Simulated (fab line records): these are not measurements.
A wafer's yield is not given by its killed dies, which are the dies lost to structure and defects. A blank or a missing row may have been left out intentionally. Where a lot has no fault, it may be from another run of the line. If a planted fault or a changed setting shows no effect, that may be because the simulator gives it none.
Comparing a struck lot with a sound one / flow nand-harc / 39 out of 1159 route steps
Sound: these wafers, L783.1, L783.3, L783.6. Wafers L798.1, L798.5, L798.6 were the ones struck. The cause is given at the end.
For every step that has rows: the tool of each side, followed by ch and its chambers, followed by its first start. Under that, the readings that differ: sound wafers / struck wafers / difference of the means / sigmas: that difference in standard deviations of wafers without a fault.
alike: a reading whose means differ by less than 2 such deviations, as well as words and numbers matching on both sides. not compared: withheld readings; readings where some wafer has no value; bounds like >300 that might hide an equal value; numbers whose values overlap and for which the record gives no deviation.
The two part at a step that has a row with sigmas, a row that says differs or no value, or rows on one side only. When numbers do not overlap yet have no deviation, they are printed without sigmas and do not part them. A reading that every wafer of one side lacks parts them only if that side has two wafers or more.

NHARC_A_CHANNEL_HOLE_D1_ETCH_26: etches the open film in C4F8/O2/Ar, time 224.1 s, target depth 300 nm.
  sound on har-etch-01 ch 0,1, day 8 08:56; struck on har-etch-02 ch 0,1, day 12 07:08
  alike: c4f8-flow-sccm, chamber-pressure-mTorr, drypump-motor-current-A, showerhead-plenum-p-Torr, throttle-valve-pct
  not compared: rf-hours-counter-h
then, 8 steps without rows for these wafers: NHARC_A_CHANNEL_HOLE_D1_ETCH_33 (etches the open film in C4F8/O2/Ar, time 90 s, target depth 400 nm); NHARC_A_CHANNEL_HOLE_D1_STRIP_41 (strips in N2/H2); NHARC_A_CHANNEL_HOLE_D1_STRIP_42 (strips in CF4/CHF3); NHARC_A_CHANNEL_HOLE_D1_STRIP_43 (strips in O2/COS); NHARC_A_CHANNEL_HOLE_D1_ETCH_44 (etches the open film in CF4/O2, target depth 140 nm, overetch 14 nm, time 77 s); NHARC_A_CHANNEL_HOLE_D1_STRIP_27 (strips in O2); NHARC_A_CHANNEL_HOLE_D1_PRECLEAN_28 (cleans in SC1); NHARC_A_CHANNEL_HOLE_D1_SRD_29.
NHARC_A_CHANNEL_HOLE_D1_CD_MEAS_30:
  sound on cd-sem-03, day 8 10:40; struck on cd-sem-02, day 12 08:52
  alike: cd-nm
after that, 1 step had no rows for these wafers: NHARC_A_CHANNEL_HOLE_D1_XSEM_31.
NHARC_A_CHANNEL_HOLE_D1_INSPECT_40:
  sound on defect-inspect-02, day 8 10:52; struck on defect-inspect-02, day 12 09:04
reading=raw-defect-count; sound=80 91 79; struck=42 51 46; difference=-37; sigmas=-2
NHARC_A_CHANNEL_FILL_D1_PRECLEAN_00: cleans in SC1.
  sound on wet-bench-02 ch 0,4,7, day 8 10:55; struck on wet-bench-02 ch 2,4,7, day 12 09:07
after that, 1 step had no rows for these wafers: NHARC_A_CHANNEL_FILL_D1_SRD_01.
NHARC_A_CHANNEL_FILL_D1_ALD_02: deposits SiO2, target thk 6 nm, pulse time 10 s, ald cycles 60.
  sound on ald-hk-01 ch 2,3, day 8 11:04; struck on ald-hk-04 ch 0,2,3, day 12 09:29
  alike: heater-power-w, precursor-pulse-height-rel
NHARC_A_CHANNEL_FILL_D1_ALD_03: deposits SiNx, target thk 6 nm, pulse time 60 s, ald cycles 58.
  sound: ald-sin-batch-03 ch 0; struck: ald-sin-batch-02 ch 0
  alike: precursor-pulse-height-rel
then, 5 steps without rows for these wafers: NHARC_A_CHANNEL_FILL_D1_ALD_14 (deposits SiO2, target thk 2.5 nm, pulse time 10 s, ald cycles 25); NHARC_A_CHANNEL_FILL_D1_ALD_15 (deposits SiNx, target thk 2 nm, pulse time 60 s, ald cycles 19); NHARC_A_CHANNEL_FILL_D1_ALD_16 (deposits SiO2, target thk 1.5 nm, pulse time 10 s, ald cycles 15); NHARC_A_CHANNEL_FILL_D1_ANNEAL_17 (time 1800 s); NHARC_A_CHANNEL_FILL_D1_CVD_18 (deposits poly-Si, target thk 3 nm).
NHARC_A_CHANNEL_FILL_D1_ETCHBACK_19: etches the open film in HBr/Cl2, target depth 5 nm, time 1.7 s.
  sound on rie-si-05 ch 0,2,3, day 9 09:38; struck on rie-si-02 ch 0,3, day 13 11:44
  alike: chamber-pressure-mTorr, drypump-motor-current-A, oes-product-au, throttle-valve-pct
  not compared: rf-hours-counter-h
then, 12 steps without rows for these wafers: NHARC_A_CHANNEL_FILL_D1_ETCHBACK_20 (etches the open film in C4F8/O2/Ar, target depth 27 nm, time 13.5 s); NHARC_A_CHANNEL_FILL_D1_STRIP_28 (strips in O2, time 20 s); NHARC_A_CHANNEL_FILL_D1_PRECLEAN_21 (cleans in dHF, time 30 s); NHARC_A_CHANNEL_FILL_D1_SRD_23; NHARC_A_CHANNEL_FILL_D1_CVD_05 (deposits poly-Si, target thk 5 nm); NHARC_A_CHANNEL_FILL_D1_ANNEAL_22 (time 7200 s); NHARC_A_CHANNEL_FILL_D1_ALD_25 (deposits SiOx, target thk 60 nm, pulse time 10 s, ald cycles 600); NHARC_A_CHANNEL_FILL_D1_ETCHBACK_08 (etches the open film in C4F8, target depth 220 nm, time 110 s); NHARC_A_CHANNEL_FILL_D1_STRIP_29 (strips in O2, time 20 s); NHARC_A_CHANNEL_FILL_D1_PRECLEAN_30 (cleans in dHF, time 30 s); NHARC_A_CHANNEL_FILL_D1_SRD_31; NHARC_A_CHANNEL_FILL_D1_CVD_09 (deposits poly-Si, target thk 150 nm, time 3000 s).
NHARC_A_CHANNEL_FILL_D1_CMP_10: polishes, target thk 150 nm.
  sound on cmp-04 ch 0,1,3, day 10 08:49; struck on cmp-02 ch 2,3, day 14 10:58
  alike: motor-current-A, slurry-flow-ml-min, time-to-endpoint-s
then, 3 steps without rows for these wafers: NHARC_A_CHANNEL_FILL_D1_SRD_12; NHARC_A_CHANNEL_FILL_D1_RTA_24 (time 5 s); NHARC_A_STAIRCASE_DEP_156 (deposits SiNx, target thk 50 nm).
-- the record jumps here: 8 days lie between the struck wafers' starts before and after (it left off in module A_STAIRCASE and takes up again in module END, whose first step shown is number 1159 of the route) --
NHARC_END_SORT_01:
  at this point the record logs the struck wafers (prober-01 ch 0, day 22 18:09) and has no rows for the sound ones

## WHERE THEY PART
At NHARC_A_CHANNEL_HOLE_D1_INSPECT_40 first; at NHARC_END_SORT_01 last (within this record only).

WHY: what had been put in by the simulator
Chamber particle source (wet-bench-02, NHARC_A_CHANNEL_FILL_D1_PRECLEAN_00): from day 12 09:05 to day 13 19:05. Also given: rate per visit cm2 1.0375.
